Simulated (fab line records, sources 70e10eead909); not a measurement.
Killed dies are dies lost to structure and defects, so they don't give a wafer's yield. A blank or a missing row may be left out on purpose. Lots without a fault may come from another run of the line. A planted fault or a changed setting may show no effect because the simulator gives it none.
fab line records | flow nand_harc
record lots=24 wafers=72 last_day=24
route steps=1159 shown A_SLIT@796 A_WL_FILL@825 A_CONTACT@897
lots that met no fault: from a run of the same line without faults
start_h: hours from the record's first day to the start of the lot's first wafer shown | wait_h: hours since the lot's step before | " the same as in the row above | L1.1+2: a row that stands for several wafers | - no value, or no start given | * or withheld: withheld | < > ~ a bound
route shown NAME@n: a module of which the file shows steps, and the number in the route of the first | usual: mean/standard deviation of fault-free wafers | same: alike in all rows | chamber/n: place in a boat | sites: the reading at each site | _std_site: their standard deviation | _edge_site: outer sites' mean less inner sites' | radius_mm: how far each site lies from the wafer's centre | mask NAME#n: copy n | behind: the tool/chamber that last shaped the wafer | hold: why the lot was held/for how many hours/how that ended | device: the transistor (n, p or np) that didn't switch | end of line: the same wafers' tests at the end of the route | a step without rows: its recipe alone | killed: dies lost to structure and defects at the first sort, not the wafer's yield | map: a wafer's dies, x killed, . not, _ none there
set.NAME: the setting as run; set.NAME@STEP: as run at that earlier step | model.NAME: the simulator's own value behind a step, which no gauge read
steps of the route over a sample of lots; a table a step, a row a wafer
services: from which hour (start_h, from the record's first day; less than 0 if before it) a tool's chamber was out of use, for how many hours, and why
## steps
# step NHARC_A_SLIT_ETCH_17
# recipe bias_v=900 source_w=withheld pressure_mtorr=20 ar_flow_sccm=375 c4f8_flow_sccm=83.3 o2_flow_sccm=41.7 time_s=1687.5 target_depth_a=1.01e+05 chemistry=C4F8/O2/Ar
# usual drypump_motor_current_A=5.80/0.29 esc_clamp_current_uA=0.02149/0.00026 showerhead_plenum_p_Torr=3.62/0.078 throttle_valve_pct=32.046/0.0087
# columns lot.wafer tool chamber start_h wait_h drypump_motor_current_A esc_clamp_current_uA rf_hours_counter_h showerhead_plenum_p_Torr throttle_valve_pct
L074.1 har_etch-01 0 322.31 - 5.51 0.0217 0 3.54 32.057
L074.4 " 1 " " 6.16 0.02156 - 3.72 32.056
L074.5 " 0 " " 5.51 0.02174 - 3.54 32.043
L075.2 har_etch-02 0 322.72 - 5.54 0.02114 168 3.63 32.045
L075.4 " 1 " " 6.01 0.02119 - 3.69 32.052
L075.3 " 0 " " 5.54 0.02109 - 3.63 32.054
L076.2 har_etch-01 1 330.47 - 6.12 0.02154 6 3.71 32.056
L076.1 " 0 " " 5.51 0.02173 6 3.53 32.050
L076.6 " 0 " " 5.52 0.02182 - 3.53 32.064
L077.1 har_etch-01 0 332.12 - 5.52 0.02167 7 3.53 32.047
L077.4 " 0 " " 5.49 0.02179 - 3.53 32.029
L077.5 " 1 " " 6.16 0.02153 - 3.71 32.047
L078.3 har_etch-02 0 346.15 - 5.53 0.02106 - 3.62 32.040
L078.5 " 0 " " 5.56 0.02112 - 3.62 32.044
L078.6 " 1 " " 6.01 0.0212 - 3.68 32.056
L079.2 har_etch-02 1 353.84 - 6.03 0.02114 183 3.68 32.041
L079.1 " 0 " " 5.57 0.02113 183 3.62 32.034
L079.5 " 1 " " 6.00 0.0211 - 3.68 32.041
L080.2 har_etch-01 0 353.99 - 5.50 0.02174 16 3.53 32.050
L080.3 " 0 " " 5.50 0.02174 - 3.53 32.047
L080.4 " 1 " " 6.12 0.02153 - 3.71 32.042
L081.2 har_etch-02 1 369.14 - 6.01 0.0212 188 3.67 32.046
L081.4 " 1 " " 5.96 0.02114 - 3.68 32.041
L081.5 " 0 " " 5.56 0.02115 - 3.62 32.034
L082.2 har_etch-01 1 369.63 - 6.15 0.02152 22 3.71 32.057
L082.6 " 1 370.63 - 6.15 0.02158 - 3.70 32.044
L082.5 " 0 " " 5.52 0.02178 - 3.52 32.037
L083.2 har_etch-01 0 376.64 - 5.50 0.02179 23 3.52 32.039
L083.4 " 0 " " 5.50 0.02178 - 3.52 32.054
L083.3 " 1 " " 6.13 0.02157 - 3.70 32.052
L084.1 har_etch-01 1 378.32 - 6.12 0.02158 25 3.70 32.047
L084.2 " 0 " " 5.50 0.02173 25 3.52 32.054
L084.4 " 1 " " 6.16 0.02158 - 3.70 32.037
L085.2 har_etch-01 0 391.81 - 5.49 0.02175 34 3.52 32.040
L085.1 " 1 " " 6.13 0.02156 34 3.70 32.030
L085.3 " 0 " " 5.48 0.02177 - 3.52 32.031
L087.1 har_etch-02 1 392.98 - 5.98 0.02108 201 3.67 32.047
L087.4 " 0 " " 5.57 0.02116 - 3.61 32.051
L087.6 " 1 " " 6.00 0.02124 - 3.67 32.051
L086.1 har_etch-01 1 393.49 - 6.16 0.02163 36 3.70 32.049
L086.3 " 0 " " 5.52 0.02179 - 3.52 32.046
L086.6 " 0 " " 5.51 0.02178 - 3.52 32.032
L088.2 har_etch-01 1 400.38 - 6.17 0.02157 37 3.70 32.038
L088.1 " 0 " " 5.50 0.02174 37 3.52 32.048
L088.4 " 0 " " 5.51 0.02176 - 3.52 32.041
L090.1 har_etch-01 1 413.69 - 6.15 0.02155 43 3.69 32.047
L090.4 " 1 " " 6.14 0.02157 - 3.69 32.046
L090.3 " 0 " " 5.49 0.0218 - 3.51 32.042
L091.2 har_etch-01 0 415.38 - 5.52 0.02173 44 3.51 32.047
L091.4 " 0 " " 5.50 0.02181 - 3.51 32.049
L091.5 " 1 " " 6.15 0.02155 - 3.69 32.039
L089.2 har_etch-02 1 416.88 - 6.01 0.02126 215 3.66 32.033
L089.3 " 0 " " 5.57 0.02108 - 3.61 32.036
L089.5 " 1 " " 5.99 0.02125 - 3.66 32.036
L092.3 har_etch-01 1 424.38 - 6.10 0.02157 - 3.69 32.048
L092.5 " 0 " " 5.49 0.02179 - 3.51 32.053
L092.6 " 1 " " 6.12 0.02148 - 3.69 32.035
L093.2 har_etch-01 1 437.96 - 6.14 0.02157 51 3.69 32.055
L093.3 " 1 " " 6.14 0.02155 - 3.69 32.050
L093.4 " 0 " " 5.49 0.02171 - 3.51 32.035
L094.1 har_etch-01 0 439.88 - 5.50 0.02183 53 3.51 32.028
L094.3 " 1 " " 6.15 0.02162 - 3.69 32.032
L094.5 " 0 " " 5.49 0.02176 - 3.51 32.040
L097.2 har_etch-02 0 449.06 - 5.56 0.02108 224 3.60 32.027
L097.4 " 1 " " 6.01 0.02116 - 3.66 32.049
L097.5 " 0 " " 5.53 0.0211 - 3.60 32.051
L096.3 har_etch-02 0 451.24 - 5.52 0.02115 - 3.60 32.049
L096.4 " 1 " " 5.99 0.02121 - 3.66 32.054
L096.6 " 1 " " 5.99 0.02121 - 3.65 32.045
L095.2 har_etch-01 0 451.32 - 5.52 0.0218 58 3.50 32.048
L095.3 " 0 " " 5.51 0.02176 - 3.50 32.047
L095.5 " 0 " " 5.50 0.02185 - 3.50 32.051
# step NHARC_A_WL_FILL_ETCHBACK_17
# recipe target_depth_a=40 time_s=26.7 chemistry=Cl2/BCl3
# usual drypump_motor_current_A=5.5/0.35 oes_product_au=0.992/0.012
# columns lot.wafer tool chamber start_h wait_h drypump_motor_current_A oes_product_au rf_hours_counter_h
L075.2 rie_metal-02 1 346.74 - 5.6 1.017 4.1
L075.4 " 1 " " 5.6 1.020 -
L075.3 " 0 " " 4.9 0.975 -
L074.1 rie_metal-02 0 350.99 - 4.9 0.997 3.7
L074.4 " 1 " " 5.6 1.012 -
L074.5 " 1 " " 5.6 1.015 -
L076.1 rie_metal-03 1 356.76 - 5.2 0.995 2.0
L076.2 " 0 " " 5.7 0.982 2.0
L076.6 " 1 " " 5.2 0.993 -
L077.1 rie_metal-01 0 356.80 - 5.5 0.985 0.5
L077.4 " 1 " " 6.0 0.988 -
L077.5 " 0 " " 5.5 0.995 -
L078.3 rie_metal-03 0 376.83 - 5.7 0.966 -
L078.6 " 1 " " 5.2 0.995 -
L078.5 " 0 " " 5.7 0.971 -
L080.2 rie_metal-02 1 380.81 - 5.6 1.025 4.9
L080.3 " 1 " " 5.6 1.022 -
L080.4 " 0 " " 4.9 0.992 -
L079.1 rie_metal-02 1 383.42 - 5.6 1.017 4.9
L079.2 " 0 " " 4.9 0.998 4.5
L079.5 " 1 " " 5.6 1.028 -
L082.2 rie_metal-03 1 394.63 - 5.2 0.979 3.3
L082.5 " 0 " " 5.7 0.983 -
L082.6 " 1 " " 5.2 0.995 -
L081.2 rie_metal-03 1 395.74 - 5.2 0.987 3.5
L081.4 " 1 " " 5.2 0.973 -
L081.5 " 1 " " 5.2 0.978 -
L083.2 rie_metal-03 1 406.62 - 5.2 0.982 3.6
L083.3 " 1 " " 5.2 0.982 -
L083.4 " 0 " " 5.7 0.985 -
L084.2 rie_metal-01 1 406.63 - 6.0 0.990 2.1
L084.1 " 0 " " 5.5 1.002 2.1
L084.4 " 0 " " 5.5 0.987 -
L087.1 rie_metal-03 0 420.29 - 5.7 0.982 3.9
L087.4 " 1 " " 5.2 0.979 -
L087.6 " 0 " " 5.7 0.992 -
L085.2 rie_metal-01 1 420.75 - 6.0 0.987 2.4
L085.1 " 0 " " 5.5 0.985 2.4
L085.3 " 0 " " 5.5 0.993 -
L086.1 rie_metal-02 1 423.35 - 5.6 0.997 0.7
L086.3 " 1 " " 5.6 0.993 -
L086.6 " 0 " " 4.9 0.987 -
L088.2 rie_metal-02 1 428.70 - 5.6 0.997 0.9
L088.1 " 0 " " 4.9 0.992 0.9
L088.4 " 1 " " 5.6 0.993 -
L091.2 rie_metal-02 1 439.42 - 5.6 0.988 1.3
L091.4 " 1 " " 5.6 0.989 -
L091.5 " 1 " " 5.6 1.001 -
L090.1 rie_metal-01 1 440.26 - 6.0 1.008 3.1
L090.3 " 0 " " 5.5 0.985 -
L090.4 " 1 " " 6.0 0.990 -
L089.2 rie_metal-02 1 447.47 - 5.6 0.988 1.6
L089.3 " 1 " " 5.6 0.980 -
L089.5 " 1 " " 5.6 0.987 -
L092.3 rie_metal-03 1 451.57 - 5.2 0.992 -
L092.5 " 0 " " 5.7 0.976 -
L092.6 " 1 " " 5.2 1.003 -
L094.1 rie_metal-01 1 464.82 - 6.0 0.997 3.9
L094.3 " 0 " " 5.5 1.001 -
L094.5 " 1 " " 6.0 0.999 -
L093.2 rie_metal-03 1 465.65 - 5.2 0.990 0.2
L093.4 " 1 " " 5.2 0.978 -
L093.3 " 0 " " 5.7 0.989 -
L096.3 rie_metal-03 1 474.18 - 5.2 0.991 -
L096.4 " 0 " " 5.7 0.999 -
L096.6 " 1 " " 5.2 0.978 -
L097.2 rie_metal-01 1 474.80 - 6.0 1.003 4.2
L097.4 " 1 " " 6.0 0.989 -
L097.5 " 0 " " 5.5 0.986 -
L095.2 rie_metal-01 0 477.16 - 5.5 0.984 4.2
L095.3 " 0 " " 5.5 0.972 -
L095.5 " 1 " " 6.0 0.986 -
# step NHARC_A_CONTACT_OVL_MEAS_70
# usual overlay_x_nm=0.0/0.6 overlay_y_nm=0.1/0.8
# columns lot.wafer tool chamber start_h wait_h overlay_x_nm overlay_y_nm
L075.2 overlay-02 - 369.66 - 0.1 0.4
L075.3 " - " " 1.0 0.1
L075.4 " - " " 1.2 0.7
L074.1 overlay-02 - 378.52 - -0.1 0.7
L074.4 " - " " -0.6 1.3
L074.5 " - " " 0.0 0.6
L077.1 overlay-01 - 381.81 - -0.7 0.2
L077.4 " - " " -0.7 0.8
L077.5 " - " " -0.8 0.1
L076.1 overlay-01 - 383.38 - 0.0 -0.2
L076.2 " - " " 0.1 0.0
L076.6 " - " " -0.2 0.4
L078.3 overlay-02 - 401.92 - -0.8 1.8
L078.5 " - " " -0.3 1.3
L078.6 " - " " -0.2 1.5
L080.2 overlay-02 - 409.85 - -0.2 0.1
L080.3 " - " " -0.4 0.0
L080.4 " - " " -0.5 -0.1
L079.1 overlay-01 - 416.80 - 0.1 0.3
L079.2 " - " " -0.2 0.8
L079.5 " - " " 0.1 0.6
L082.2 overlay-01 - 421.77 - 0.7 -0.3
L082.5 " - " " 0.0 0.0
L082.6 " - " " 0.3 -0.5
L081.2 overlay-02 - 423.71 - -0.4 0.0
L081.4 " - " " 0.2 0.0
L081.5 " - " " 0.0 0.0
L084.1 overlay-02 - 431.65 - 0.7 -0.6
L084.2 " - " " 1.0 -1.3
L084.4 " - " " 0.9 -0.8
L083.2 overlay-02 - 433.87 - 0.5 0.8
L083.3 " - " " 0.4 1.1
L083.4 " - " " 0.0 1.2
L085.1 overlay-02 - 445.62 - 0.0 0.6
L085.2 " - " " -0.4 0.2
L085.3 " - " " -0.1 0.7
L087.1 overlay-02 - 447.26 - -0.6 0.7
L087.4 " - " " -0.8 0.2
L087.6 " - " " -0.4 0.3
L086.1 overlay-01 - 451.19 - 0.3 -0.3
L086.3 " - " " 0.5 0.1
L086.6 " - " " 0.3 0.1
L088.1 overlay-02 - 453.40 - -0.2 -0.3
L088.2 " - " " 0.2 -0.7
L088.4 " - " " -0.3 -0.4
L091.2 overlay-02 - 465.98 - 0.9 -0.2
L091.4 " - " " 1.3 0.6
L091.5 " - " " 1.9 0.5
L090.1 overlay-01 - 466.19 - 0.7 -0.4
L090.3 " - " " 0.7 -0.1
L090.4 " - " " 0.5 0.0
L089.2 overlay-02 - 470.18 - 0.7 0.5
L089.3 " - " " 1.1 0.3
L089.5 " - " " 1.3 0.6
L092.3 overlay-02 - 475.53 - -0.2 0.5
L092.5 " - " " -0.8 -0.3
L092.6 " - " " 0.1 0.3
L093.2 overlay-01 - 489.71 - 0.2 0.2
L093.3 " - " " 0.8 1.0
L093.4 " - " " 0.9 0.3
L094.1 overlay-02 - 489.96 - 0.2 0.7
L094.3 " - " " 0.2 1.3
L094.5 " - " " -0.2 0.9
L096.3 overlay-02 - 499.77 - -1.0 -0.7
L096.4 " - " " 0.0 -0.5
L096.6 " - " " -0.3 -1.3
L097.2 overlay-01 - 500.81 - -0.4 -2.3
L097.4 " - " " -0.5 -1.8
L097.5 " - " " -0.4 -2.6
L095.2 overlay-02 - 502.76 - -0.6 -0.7
L095.3 " - " " -1.1 -0.3
L095.5 " - " " -0.5 -0.6
# step NHARC_A_CONTACT_ETCH_127
# recipe source_w=withheld pressure_mtorr=20 bias_v=1200 time_s=155 target_depth_a=9560 ar_flow_sccm=withheld c4f8_flow_sccm=withheld o2_flow_sccm=withheld chemistry=C4F8/O2/Ar
# columns lot.wafer tool chamber start_h wait_h rf_hours_counter_h
L075.2 har_cap_etch-03 0 371.36 0.1 91
L075.3 " 0 " " -
L075.4 " 1 " " -
L074.1 har_cap_etch-01 0 380.24 0.1 45
L074.4 " 1 " " -
L074.5 " 0 " " -
L077.1 har_cap_etch-02 1 383.74 0.1 18
L077.4 " 1 " " -
L077.5 " 0 " " -
L076.1 har_cap_etch-01 1 385.10 0.1 46
L076.2 " 0 " " 46
L076.6 " 1 " " -
L078.3 har_cap_etch-01 0 403.68 0.1 -
L078.6 " 0 " " -
L078.5 " 1 " " -
L080.2 har_cap_etch-01 0 411.61 0.1 50
L080.3 " 0 " " -
L080.4 " 1 " " -
L079.1 har_cap_etch-01 1 418.51 0.1 51
L079.2 " 0 " " 51
L079.5 " 1 " " -
L082.2 har_cap_etch-02 1 423.75 0.1 23
L082.6 " 0 " " -
L082.5 " 1 " " -
L081.2 har_cap_etch-01 0 425.66 0.1 52
L081.4 " 0 " " -
L081.5 " 0 " " -
L084.2 har_cap_etch-01 0 433.56 0.1 55
L084.1 " 1 " " 55
L084.4 " 0 " " -
L083.2 har_cap_etch-02 0 436.08 0.1 25
L083.3 " 1 " " -
L083.4 " 0 " " -
L085.2 har_cap_etch-02 1 448.46 0.1 28
L085.1 " 0 " " 28
L085.3 " 0 " " -
L087.1 har_cap_etch-01 1 449.81 0.1 59
L087.4 " 0 " " -
L087.6 " 0 " " -
L086.1 har_cap_etch-02 1 452.98 0.1 30
L086.3 " 1 " " -
L086.6 " 0 " " -
L088.2 har_cap_etch-03 1 455.16 0.1 104
L088.1 " 0 " " 104
L088.4 " 0 " " -
L091.2 har_cap_etch-02 1 467.67 0.1 32
L091.4 " 1 " " -
L091.5 " 1 " " -
L090.1 har_cap_etch-01 0 468.42 0.1 63
L090.4 " 0 " " -
L090.3 " 1 " " -
L089.2 har_cap_etch-02 1 471.93 0.1 34
L089.3 " 1 " " -
L089.5 " 1 " " -
L092.3 har_cap_etch-02 0 477.31 0.1 -
L092.5 " 0 " " -
L092.6 " 1 " " -
L093.2 har_cap_etch-03 1 491.49 0.1 111
L093.3 " 0 " " -
L093.4 " 1 " " -
L094.1 har_cap_etch-02 0 491.68 0.1 38
L094.3 " 1 " " -
L094.5 " 1 " " -
L096.4 har_cap_etch-02 1 501.67 0.1 -
L096.3 " 0 " " -
L096.6 " 1 " " -
L097.2 har_cap_etch-01 1 502.54 0.1 67
L097.4 " 0 " " -
L097.5 " 0 " " -
L095.2 har_cap_etch-03 1 504.57 0.1 115
L095.3 " 0 " " -
L095.5 " 0 " " -
# step NHARC_A_CONTACT_ETCH_130
# recipe source_w=withheld pressure_mtorr=20 bias_v=1200 time_s=155 target_depth_a=9560 ar_flow_sccm=withheld c4f8_flow_sccm=withheld o2_flow_sccm=withheld chemistry=C4F8/O2/Ar
# columns lot.wafer tool chamber start_h wait_h rf_hours_counter_h
L075.2 har_cap_etch-03 0 371.79 0.1 92
L075.3 " 0 " " -
L075.4 " 1 " " -
L074.1 har_cap_etch-01 0 380.67 0.1 45
L074.4 " 1 " " -
L074.5 " 0 " " -
L077.1 har_cap_etch-02 1 384.16 0.1 18
L077.4 " 1 " " -
L077.5 " 0 " " -
L076.1 har_cap_etch-01 1 385.53 0.1 47
L076.2 " 0 " " 47
L076.6 " 1 " " -
L078.3 har_cap_etch-01 0 404.10 0.1 -
L078.6 " 0 " " -
L078.5 " 1 " " -
L080.2 har_cap_etch-01 0 412.03 0.1 50
L080.3 " 0 " " -
L080.4 " 1 " " -
L079.1 har_cap_etch-01 1 418.93 0.1 51
L079.2 " 0 " " 51
L079.5 " 1 " " -
L082.2 har_cap_etch-02 1 424.18 0.1 23
L082.6 " 0 " " -
L082.5 " 1 " " -
L081.2 har_cap_etch-01 0 426.09 0.1 53
L081.4 " 0 " " -
L081.5 " 0 " " -
L084.2 har_cap_etch-01 0 433.98 0.1 55
L084.1 " 1 " " 55
L084.4 " 0 " " -
L083.2 har_cap_etch-02 0 436.50 0.1 26
L083.3 " 1 " " -
L083.4 " 0 " " -
L085.2 har_cap_etch-02 1 448.89 0.1 29
L085.1 " 0 " " 29
L085.3 " 0 " " -
L087.1 har_cap_etch-01 1 450.23 0.1 59
L087.4 " 0 " " -
L087.6 " 0 " " -
L086.1 har_cap_etch-02 1 453.40 0.1 30
L086.3 " 1 " " -
L086.6 " 0 " " -
L088.2 har_cap_etch-03 1 455.58 0.1 104
L088.1 " 0 " " 104
L088.4 " 0 " " -
L091.2 har_cap_etch-02 1 468.10 0.1 33
L091.4 " 1 " " -
L091.5 " 1 " " -
L090.1 har_cap_etch-01 0 468.85 0.1 63
L090.4 " 0 " " -
L090.3 " 1 " " -
L089.2 har_cap_etch-02 1 472.35 0.1 34
L089.3 " 1 " " -
L089.5 " 1 " " -
L092.3 har_cap_etch-02 0 477.73 0.1 -
L092.5 " 0 " " -
L092.6 " 1 " " -
L093.2 har_cap_etch-03 1 491.92 0.1 112
L093.3 " 0 " " -
L093.4 " 1 " " -
L094.1 har_cap_etch-02 0 492.10 0.1 39
L094.3 " 1 " " -
L094.5 " 1 " " -
L096.4 har_cap_etch-02 1 502.09 0.1 -
L096.3 " 0 " " -
L096.6 " 1 " " -
L097.2 har_cap_etch-01 1 502.97 0.1 67
L097.4 " 0 " " -
L097.5 " 0 " " -
L095.2 har_cap_etch-03 1 504.99 0.1 115
L095.3 " 0 " " -
L095.5 " 0 " " -
# step NHARC_A_CONTACT_ETCH_136
# recipe source_w=withheld pressure_mtorr=20 bias_v=3000 time_s=132 target_depth_a=12870 ar_flow_sccm=withheld c4f8_flow_sccm=withheld o2_flow_sccm=withheld chemistry=C4F8/O2/Ar
# columns lot.wafer tool chamber start_h wait_h rf_hours_counter_h
L075.2 har_cap_etch-02 0 380.56 0.1 17
L075.3 " 0 " " -
L075.4 " 1 " " -
L074.1 har_cap_etch-03 0 386.51 0.1 94
L074.4 " 0 " " -
L074.5 " 1 " " -
L077.1 har_cap_etch-02 1 391.64 0.1 19
L077.4 " 1 " " -
L077.5 " 1 " " -
L076.2 har_cap_etch-01 1 392.81 0.1 48
L076.1 " 0 " " 48
L076.6 " 0 " " -
L078.3 har_cap_etch-02 1 411.11 0.1 -
L078.5 " 0 " " -
L078.6 " 1 " " -
L080.2 har_cap_etch-03 1 421.81 0.1 99
L080.4 " 1 " " -
L080.3 " 0 " " -
L079.2 har_cap_etch-02 0 426.73 0.1 24
L079.1 " 1 " " 24
L079.5 " 1 " " -
L082.2 har_cap_etch-02 1 429.97 0.1 25
L082.5 " 1 " " -
L082.6 " 0 " " -
L081.2 har_cap_etch-03 0 432.28 0.1 101
L081.4 " 0 " " -
L081.5 " 1 " " -
L084.2 har_cap_etch-02 0 440.32 0.1 27
L084.1 " 1 " " 27
L084.4 " 1 " " -
L083.2 har_cap_etch-02 0 442.82 0.1 27
L083.3 " 1 " " -
L083.4 " 0 " " -
L085.2 har_cap_etch-01 0 455.60 0.1 60
L085.1 " 1 " " 60
L085.3 " 1 " " -
L087.1 har_cap_etch-02 1 456.81 0.1 31
L087.4 " 1 " " -
L087.6 " 0 " " -
L086.1 har_cap_etch-02 1 459.52 0.1 31
L086.3 " 0 " " -
L086.6 " 0 " " -
L088.1 har_cap_etch-01 0 462.93 0.1 62
L088.2 " 1 " " 62
L088.4 " 1 " " -
L090.1 har_cap_etch-03 1 475.34 0.1 109
L090.4 " 0 " " -
L090.3 " 1 " " -
L089.2 har_cap_etch-03 0 479.23 0.1 109
L089.3 " 0 " " -
L089.5 " 0 " " -
L092.3 har_cap_etch-02 0 484.84 0.1 -
L092.5 " 1 " " -
L092.6 " 0 " " -
L091.2 har_cap_etch-01 1 486.76 12.7 64
L091.4 " 1 " " -
L091.5 " 0 " " -
L093.2 har_cap_etch-01 0 498.31 0.1 66
L093.4 " 0 " " -
L093.3 " 1 " " -
L094.1 har_cap_etch-03 0 498.93 0.1 114
L094.3 " 0 " " -
L094.5 " 1 " " -
L096.4 har_cap_etch-03 1 507.96 0.1 -
L096.3 " 0 " " -
L096.6 " 1 " " -
L097.2 har_cap_etch-02 0 509.24 0.1 43
L097.4 " 0 " " -
L097.5 " 1 " " -
L095.2 har_cap_etch-03 1 510.80 0.1 117
L095.3 " 0 " " -
L095.5 " 0 " " -
## services
# columns tool chamber start_h hours kind
rie_metal-02 0 302.84 5.5 repair
har_cap_etch-02 - 305.00 17.0 pm
har_cap_etch-02 0 305.00 17.0 vent_cycle
har_cap_etch-02 1 305.00 17.0 vent_cycle
har_etch-01 - 305.00 17.0 pm
har_etch-01 0 305.00 17.0 vent_cycle
har_etch-01 1 305.00 17.0 vent_cycle
har_cap_etch-02 0 322.00 - clean
har_cap_etch-02 1 322.00 - clean
har_etch-01 0 322.00 - clean
har_etch-01 0 322.00 - consumable_replace:focus_ring
har_etch-01 1 322.00 - clean
har_etch-01 1 322.00 - consumable_replace:focus_ring
rie_metal-01 - 332.00 9.0 pm
har_cap_etch-02 - 332.93 0.3 repair
rie_metal-02 - 366.14 0.6 repair
rie_metal-02 - 367.54 0.2 repair
rie_metal-02 - 388.00 9.0 pm
rie_metal-03 0 427.03 8.8 repair
har_cap_etch-03 - 446.99 7.1 repair
rie_metal-03 - 453.00 9.0 pm
rie_metal-03 0 453.00 9.0 vent_cycle
rie_metal-03 1 453.00 9.0 vent_cycle
rie_metal-01 - 509.00 9.0 pm
## key
fault none
